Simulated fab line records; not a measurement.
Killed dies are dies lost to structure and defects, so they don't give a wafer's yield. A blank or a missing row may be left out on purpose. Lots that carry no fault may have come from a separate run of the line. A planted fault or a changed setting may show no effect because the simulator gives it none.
The tool behind it: which one? | flow nand-harc | 12 lots, 36 wafers sampled, at 3 steps of a route of 1302

== WHAT THE GAUGES READ, wafer by wafer ==
NHARC_A_BLC_CD_MEAS_10: the cd target is 100 nm.
lot  | measured     | on        | cd-nm (nm)
L407 | day 22 19:29 | cd-sem-01 | 98.9 99.5 99.8
L410 | day 23 00:49 | cd-sem-02 | 100.3 100.1 100.2
L411 | day 24 03:59 | cd-sem-02 | 100.3 99.9 99.9
L412 | day 25 07:14 | cd-sem-02 | 100.1 100.0 100.1
L414 | day 25 20:52 | cd-sem-01 | 101.2 100.1 100.0
L413 | day 26 03:33 | cd-sem-02 | 99.8 100.4 100.2
L417 | day 26 12:16 | cd-sem-02 | 100.0 100.7 99.0
L418 | day 26 18:44 | cd-sem-03 | 99.9 100.7 100.0
L415 | day 26 22:23 | cd-sem-01 | 100.4 100.4 100.4
L426 | day 29 21:46 | cd-sem-03 | 100.1 101.5 101.1
L425 | day 30 00:59 | cd-sem-03 | 100.4 100.1 98.9
L430 | day 32 05:16 | cd-sem-02 | 100.4 99.5 100.3

NHARC_A_BLC_OVL_MEAS_11.
lot  | measured     | on         | overlay-x-nm (nm) | overlay-y-nm (nm)
L407 | day 22 19:34 | overlay-02 | 0.5 0.8 0.1       | 0.3 0.2 0.2
L410 | day 23 00:54 | overlay-01 | 0.8 1.3 1.2       | 0.2 -0.5 0.1
L411 | day 24 04:04 | overlay-02 | 0.7 -0.1 1.0      | -1.4 -0.9 -0.8
L412 | day 25 07:19 | overlay-01 | -0.2 -0.6 -0.4    | -0.6 -0.3 -0.4
L414 | day 25 20:57 | overlay-01 | 1.2 1.3 1.5       | -1.3 -0.8 -1.4
L413 | day 26 03:38 | overlay-02 | 0.1 0.0 0.0       | -0.3 0.6 0.3
L417 | day 26 12:21 | overlay-02 | -0.8 -0.7 -1.0    | 1.1 1.4 1.5
L418 | day 26 18:49 | overlay-01 | 1.3 1.6 1.5       | -0.6 -0.2 -0.6
L415 | day 26 22:28 | overlay-02 | -0.6 -1.0 -0.6    | 0.7 0.5 0.9
L426 | day 29 21:51 | overlay-02 | -0.3 0.0 0.3      | 0.5 0.4 0.9
L425 | day 30 01:05 | overlay-02 | 0.1 0.6 -0.1      | -0.1 0.4 0.1
L430 | day 32 05:22 | overlay-02 | -0.2 -0.1 -0.1    | -0.7 -0.9 -0.9

== EACH LOT AND THE TOOL THAT RAN IT (in order: tool; ch and the chambers of the sampled wafers; start) ==
lot  | NHARC_A_CONTACT_CMP_20
L407 | cmp-02 ch 0,1,2, day 22 18:35
L410 | cmp-01 ch 0,1, day 23 00:01
L411 | cmp-01 ch 0,1, day 24 03:05
L412 | cmp-02 ch 0,1,3, day 25 06:17
L414 | cmp-01 ch 0,1, day 25 19:57
L413 | cmp-01 ch 0,2, day 26 02:38
L417 | cmp-03 ch 0,1, day 26 11:21
L418 | cmp-02 ch 0,2, day 26 17:58
L415 | cmp-03 ch 2,3, day 26 21:30
L426 | cmp-02 ch 0,1,2, day 29 20:58
L425 | cmp-03 ch 0,1,2, day 30 00:12
L430 | cmp-02 ch 0,2,3, day 32 04:29
- NHARC_A_CONTACT_CMP_20: polishes, t overpolish 30 s, target thk 300 nm.

== AS READ BY THE TOOLS THEMSELVES (means over the sampled wafers that have a number; for cases with no such wafer, the mark the record gives instead) ==
NHARC_A_CONTACT_CMP_20.
lot  | tool   | motor-current-A (A) | overpolish-run-s (s) | time-to-endpoint-s (s)
L407 | cmp-02 | 11.7                | 29.997               | 57.9
L410 | cmp-01 | 12.1                | 29.993               | 61.0
L411 | cmp-01 | 13.0                | 29.998               | 62.0
L412 | cmp-02 | 11.6                | 30.005               | 62.7
L414 | cmp-01 | 11.9                | 29.997               | 65.5
L413 | cmp-01 | 11.5                | 29.994               | 60.9
L417 | cmp-03 | 12.8                | 29.997               | 60.2
L418 | cmp-02 | 11.7                | 30.001               | 60.2
L415 | cmp-03 | 12.0                | 30.003               | 59.8
L426 | cmp-02 | 11.9                | 30.007               | 58.0
L425 | cmp-03 | 13.1                | 30.006               | 57.6
L430 | cmp-02 | 11.3                | 30.000               | 61.8

== THE ANSWER, worked out from the rows above alone ==
Rule: usual is defined by the lots themselves. Put in order of their means at a reading, lots are off if they are a third of the lots or fewer, leave a main group of 4 or more, and stand apart from it by a gap of 3 or more times the standard deviation of the main group's means; of several such gaps the widest counts. Not used: any main group whose means are identical at the precision the tables above print for the reading. A lot without any number at a reading at which 4 lots or more have one is off too. All remaining lots with rows at the step are treated as sound. The gauges are gone through in route order, then the tools' own readings, and for those a lot's mean is taken as printed above. The first step at which some lot is off is used, and at that step the reading that is off furthest; a lot without a number counts as furthest.
No lot is off on any of the readings shown, so nothing can be concluded from this.

== WHAT WAS PUT IN BY THE SIMULATOR ==
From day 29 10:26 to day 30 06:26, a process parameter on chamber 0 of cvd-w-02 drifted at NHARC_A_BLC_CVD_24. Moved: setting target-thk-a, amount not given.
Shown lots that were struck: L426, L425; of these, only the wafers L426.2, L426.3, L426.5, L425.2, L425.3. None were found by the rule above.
